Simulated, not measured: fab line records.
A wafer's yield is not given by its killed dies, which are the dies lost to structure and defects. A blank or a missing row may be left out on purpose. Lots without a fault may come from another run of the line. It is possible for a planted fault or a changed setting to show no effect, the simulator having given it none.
Comparing a struck lot with a sound one	flow nandHarc	24 steps out of a route of 1302
Sound: the wafers L287.4, L287.5, L287.6. Struck: wafer L280.1 (L280.3, L280.4, from the same lot, were not struck and are left out); the cause is given at the end.
At each step with rows: each side's tool, then ch and its chambers, then its first start. Under that, the readings that differ: sound wafers	struck wafers	difference of the means	sigmas: that difference in standard deviations of wafers without a fault.
alike: readings with means less than 2 such deviations apart, plus words and numbers identical on both sides. not compared: withheld readings, readings lacking a value on some wafer, bounds such as >300 that could conceal the same value, and numbers that have no deviation in the record and whose values overlap.
A row with sigmas, a row that says differs or no value, or rows on one side alone: a step with any of these is where the two part. Non-overlapping numbers with no deviation appear without sigmas and do not part them. A reading that every wafer of one side lacks parts them only if that side has two wafers or more.

NHARC_P_M0_INSPECT_27:
  struck on defectInspect-02, day 10 09:02; sound on defectInspect-01, day 13 00:41
  alike: rawDefectCount
NHARC_P_M0_PRE_CLEAN_31: time 12 s.
  sound on pecvd-01 ch 0,1,2, day 13 00:47; struck on pecvd-01 ch 2, day 10 09:07
  alike: heaterPowerOuterW, heaterPowerW
NHARC_P_M0_DEP_32: deposits SiCN, target thk 30 nm.
  sound on pecvd-01 ch 0,1,2, day 13 00:58; struck on pecvd-01 ch 2, day 10 09:13
  alike: heaterPowerOuterW, heaterPowerW
then, 8 steps without rows for these wafers: NHARC_P_M1_DEP_00 (deposits SiOC, target thk 182.5 nm); NHARC_P_M1_DEHYDRATE_01 (time 120 s); NHARC_P_M1_HMDS_02 (time 30 s); NHARC_P_M1_COAT_34 (time 65 s); NHARC_P_M1_COAT_03 (resist thk 90 nm); NHARC_P_M1_SOFTBAKE_04 (time 55 s); NHARC_P_M1_EBR_05; NHARC_P_M1_EXPOSE_06 (exposes mask P M1, target cd 130 nm).
NHARC_P_M1_PEB_07: peb time 65 s.
  sound on lithoTrack-01 ch 0, day 13 01:52; struck on lithoTrack-06 ch 0, day 10 10:20
reading	sound	struck	difference	sigmas
heaterPowerTotalW (W)	156.7 156.2 156.3	185.8	+29.4	+68
then, 1 step without rows for these wafers: NHARC_P_M1_DEVELOP_08 (develop time 35 s).
NHARC_P_M1_CD_MEAS_09 targets a cd of 130 nm.
  sound on cdSem-01 ch 0, day 13 01:58; struck on cdSem-02 ch 0, day 10 10:25
reading	sound	struck	difference	sigmas
cdNm (nm)	128.5 130.8 128.4	117.0	-12.2	-13
NHARC_P_M1_OVL_MEAS_10: pitch 260 nm.
  struck on overlay-01, day 10 10:30; sound on overlay-01, day 13 02:02
  alike: overlayXNm, overlayYNm
NHARC_P_M1_INSPECT_11:
  struck on defectInspect-02, day 10 10:32; sound on defectInspect-01, day 13 02:05
  alike: rawDefectCount
NHARC_P_M1_DESCUM_14: chemistry O2, time 3 s.
  sound on rieDiel-02 ch 0,1,3, day 13 02:09; struck on rieDiel-12 ch 3, day 10 10:37
reading	sound	struck	difference	sigmas
model.P_M1.cdNm (nm)	130.2 131.3 128.4	117.5	-12.5	
  alike: chamberPressureMTorr, drypumpMotorCurrentA, oesProductAu, rfVppV, showerheadPlenumPTorr, throttleValvePct
  not compared: rfHoursCounterH
NHARC_P_M1_ETCH_35: etches the open film in N2/H2, target depth 40 nm, overetch 12 nm, time 43.94 s.
  sound on rieDiel-02 ch 0,2,3, day 13 02:14; struck on rieDiel-12 ch 0, day 10 10:41
reading	sound	struck	difference	sigmas
drypumpMotorCurrentA (A)	6.5 5.4 5.7	6.8	+0.9	+2
  alike: chamberPressureMTorr, oesProductAu, rfVppV, showerheadPlenumPTorr, throttleValvePct
  not compared: rfHoursCounterH
NHARC_P_M1_ETCH_15: etches the open film in C4F8/Ar, target depth 182.5 nm, time 91.2 s.
  sound: rieDiel-02 ch 0,1,3; struck: rieDiel-12 ch 2
  alike: chamberPressureMTorr, oesProductAu, rfVppV
  not compared: rfHoursCounterH
NHARC_P_M1_CD_MEAS_16:
  struck on cdSem-01, day 10 10:54; sound on cdSem-03, day 13 02:28
reading	sound	struck	difference	sigmas
cdNm (nm)	130.9 130.8 128.7	117.4	-12.7	-12
NHARC_P_M1_STRIP_18: strips in N2/H2.
  sound on rieDiel-02 ch 0,1,3, day 13 02:37; struck on rieDiel-12 ch 3, day 10 10:59
  alike: chamberPressureMTorr, drypumpMotorCurrentA, oesProductAu, rfVppV, showerheadPlenumPTorr, throttleValvePct
  not compared: rfHoursCounterH
NHARC_P_M1_ETCH_28: etches the open film in CF4/N2, target depth 30 nm, time 72.99 s.
  sound: rieDiel-02 ch 1,2,3; struck: rieDiel-12 ch 2
reading	sound	struck	difference	sigmas
model.P_M1.cdNm (nm)	131.1 131.4 129.2	117.1	-13.5	
  alike: chamberPressureMTorr, drypumpMotorCurrentA, oesProductAu, rfVppV, showerheadPlenumPTorr, throttleValvePct
  not compared: rfHoursCounterH
then, 1 step without rows for these wafers: NHARC_P_M1_STRIP_19 (strips in post etch residue remover, time 600 s).
-- jump in the record: it breaks off in module P_M1 and resumes in module END (first step shown: number 1302 of the route), and 18 days separate the struck wafers' starts before and after --
NHARC_END_SORT_01:
  at this point the record logs the struck wafers (prober-01 ch 0, day 28 19:53) and has no rows for the sound ones

== WHERE THEY PART ==
Earliest at NHARC_P_M1_PEB_07; latest, in this record, at NHARC_END_SORT_01.

WHY: the cause the simulator had injected
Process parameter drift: lithoTrack-06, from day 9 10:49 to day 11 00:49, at NHARC_P_M1_PEB_07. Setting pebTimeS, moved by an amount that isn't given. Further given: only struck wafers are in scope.
